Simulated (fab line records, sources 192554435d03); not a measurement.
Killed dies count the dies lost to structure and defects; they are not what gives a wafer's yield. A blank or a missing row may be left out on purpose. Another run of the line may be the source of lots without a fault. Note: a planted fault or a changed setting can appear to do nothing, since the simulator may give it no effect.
Matching of chambers || flow n5Finfet || rieDiel-01 running N5_MIM_BOT_LITHO_DESCUM_10: 4 sister chambers
The step chemistry O2, time 7.9 s. 4 wafers are shown with their chamber, then 8 later ones without.

== EACH WAFER AND ITS CHAMBER ==
{"wafer": "L882.3", "chamber": 1, "drypumpMotorCurrentA (A)": 5.6}
{"wafer": "L878.2", "chamber": 0, "drypumpMotorCurrentA (A)": 5.6}
{"wafer": "L878.5", "chamber": 2, "drypumpMotorCurrentA (A)": 5.0}
{"wafer": "L879.1", "chamber": 3, "drypumpMotorCurrentA (A)": 6.2}

== WAFERS MISSING THEIR CHAMBER ==
{"wafer": "L879.2", "drypumpMotorCurrentA (A)": 5.7}
{"wafer": "L879.3", "drypumpMotorCurrentA (A)": 5.0}
{"wafer": "L888.1", "drypumpMotorCurrentA (A)": 5.1}
{"wafer": "L888.2", "drypumpMotorCurrentA (A)": 6.2}
{"wafer": "L888.3", "drypumpMotorCurrentA (A)": 5.6}
{"wafer": "L895.1", "drypumpMotorCurrentA (A)": 6.2}
{"wafer": "L895.3", "drypumpMotorCurrentA (A)": 5.6}
{"wafer": "L895.6", "drypumpMotorCurrentA (A)": 6.2}

== CHAMBER TAKEN BY EACH ==
{"wafer": "L879.2", "from the rows above": "can't be placed: 0 or 1", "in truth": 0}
{"wafer": "L879.3", "from the rows above": 2, "in truth": 2}
{"wafer": "L888.1", "from the rows above": 2, "in truth": 2}
{"wafer": "L888.2", "from the rows above": 3, "in truth": 3}
{"wafer": "L888.3", "from the rows above": "can't be placed: 0 or 1", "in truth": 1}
{"wafer": "L895.1", "from the rows above": 3, "in truth": 3}
{"wafer": "L895.3", "from the rows above": "can't be placed: 0 or 1", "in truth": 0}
{"wafer": "L895.6", "from the rows above": 3, "in truth": 3}
5 of 8 placed correctly. Can't be placed from these rows: 3 (the true chamber is among the candidates in 3). 0 placed wrongly.
How it was worked out, from the rows above alone: a wafer's distance from a chamber is the root of the sum, over the readings, of the square of ((its reading less the chamber's mean) divided by the reading's scatter). If the next closest chamber is less than 2 further off than the closest, the wafer can't be placed; otherwise it belongs to the closest. For every chamber, the mean is computed from those of its wafers that are shown. The scatter: root of mean squared gap, hidden wafer to nearest shown wafer, with one shown wafer a chamber.
